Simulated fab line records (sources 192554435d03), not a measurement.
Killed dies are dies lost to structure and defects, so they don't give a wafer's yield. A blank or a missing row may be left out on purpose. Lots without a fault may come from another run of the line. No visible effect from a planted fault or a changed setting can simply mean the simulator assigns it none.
Chamber matching | flow n5 finfet | N5_HKMG_FIN_ALD_71 on ald metal-01 has 4 sister chambers
The step deposits TiN, target thk 1 nm, pulse time 1 s, purge time 3 s. 4 wafers are shown with their chamber, then 8 later ones without.

== WAFERS PAIRED WITH THEIR CHAMBERS ==
wafer  | chamber | heater power w (W)
L083.6 | 3       | 619
L084.4 | 2       | 848
L087.3 | 0       | 948
L091.1 | 1       | 849

== WAFERS WITH NO CHAMBER GIVEN ==
wafer  | heater power w (W)
L091.2 | 646
L091.4 | 956
L096.1 | 865
L096.3 | 920
L096.4 | 637
L097.3 | 625
L097.5 | 840
L097.6 | 879

== WHICH CHAMBER EACH WENT THROUGH ==
wafer  | from the rows above          | in truth
L091.2 | 3                            | 3
L091.4 | 0                            | 0
L096.1 | can't be placed: 1 or 2      | 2
L096.3 | 0                            | 0
L096.4 | 3                            | 3
L097.3 | 3                            | 3
L097.5 | can't be placed: 2 or 1      | 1
L097.6 | can't be placed: 1 or 2 or 0 | 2
Correct placement for 5 of the 8. Unplaceable from these rows: 3, with the true chamber sitting among the candidates in 3. Number placed wrongly: 0.
How it was worked out, from the rows above alone: a wafer's distance from a chamber is the root of the sum, over the readings, of the square of ((its reading less the chamber's mean) divided by the reading's scatter). The wafer belongs to the nearest chamber; if the next one is less than 2 further off, it can't be placed. A chamber's mean is the mean of its shown wafers. The scatter: root of mean squared gap, hidden wafer to nearest shown wafer, with one shown wafer a chamber.
